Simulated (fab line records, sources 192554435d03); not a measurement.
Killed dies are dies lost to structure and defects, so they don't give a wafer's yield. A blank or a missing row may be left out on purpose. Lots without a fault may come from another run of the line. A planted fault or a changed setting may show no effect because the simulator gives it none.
Chamber matching | flow n5_finfet | N5_BEOL_M7_STRIP_67 on rie_diel-01: 4 sister chambers
The step strips in CF4. 14 wafers are shown with their chamber, then 7 later ones without.

WAFERS WITH THEIR CHAMBER
wafer  | chamber | drypump_motor_current_A (A) | showerhead_plenum_p_Torr (Torr) | oes_product_au (a.u.)
L075.3 | 0       | 5.3                         | 1.84                            | 0.85
L075.4 | 3       | 5.2                         | 1.79                            | 0.70
L075.6 | 2       | 5.8                         | 1.75                            | 0.71
L076.2 | 2       | 5.9                         | 1.75                            | 0.71
L076.3 | 1       | 5.5                         | 1.84                            | 0.75
L076.5 | 3       | 5.2                         | 1.79                            | 0.70
L081.2 | 0       | 5.3                         | 1.84                            | 0.84
L081.5 | 3       | 5.2                         | 1.79                            | 0.70
L081.6 | 2       | 5.8                         | 1.75                            | 0.71
L086.2 | 2       | 5.9                         | 1.74                            | 0.70
L086.4 | 2       | 5.8                         | 1.74                            | 0.70
L086.6 | 3       | 5.2                         | 1.78                            | 0.68
L089.3 | 2       | 5.9                         | 1.74                            | 0.70
L089.4 | 2       | 5.9                         | 1.74                            | 0.69

SIGNATURES (means of the wafers above)
reading                  | chamber 0 | chamber 1 | chamber 2 | chamber 3 | scatter within a chamber
drypump_motor_current_A  | 5.300     | 5.500     | 5.857     | 5.200     | 0.0414
showerhead_plenum_p_Torr | 1.8400    | 1.8400    | 1.7443    | 1.7875    | 0.00496
oes_product_au           | 0.8450    | 0.7500    | 0.7029    | 0.6950    | 0.00832
Rule: a wafer's distance from a chamber is the root of the sum, over the readings, of the square of ((its reading less the chamber's mean) divided by the reading's scatter). The wafer belongs to the nearest chamber; if the next one is less than 2 further off, it can't be placed. The scatter: the root of (the sum of the squares of (reading less its chamber's mean) over the shown wafers, divided by (wafers less chambers)).

WAFERS WITHOUT THEIR CHAMBER
wafer  | drypump_motor_current_A (A) | showerhead_plenum_p_Torr (Torr) | oes_product_au (a.u.)
L089.6 | 5.3                         | 1.83                            | 0.82
L095.4 | 5.5                         | 1.83                            | 0.72
L095.5 | 5.2                         | 1.78                            | 0.94
L095.6 | 5.3                         | 1.83                            | 0.81
L097.1 | 5.9                         | 1.74                            | 0.97
L097.4 | 5.2                         | 1.78                            | 0.92
L097.5 | 5.5                         | 1.83                            | 0.71

WHICH CHAMBER EACH WENT THROUGH
wafer  | from the rows above | in truth
L089.6 | 0                   | 0
L095.4 | 1                   | 1
L095.5 | 0                   | 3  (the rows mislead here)
L095.6 | 0                   | 0
L097.1 | 0                   | 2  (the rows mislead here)
L097.4 | 0                   | 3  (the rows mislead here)
L097.5 | 1                   | 1
Placed correctly: 4 of 7. Can't be placed from these rows: 0. Placed wrongly: 3.
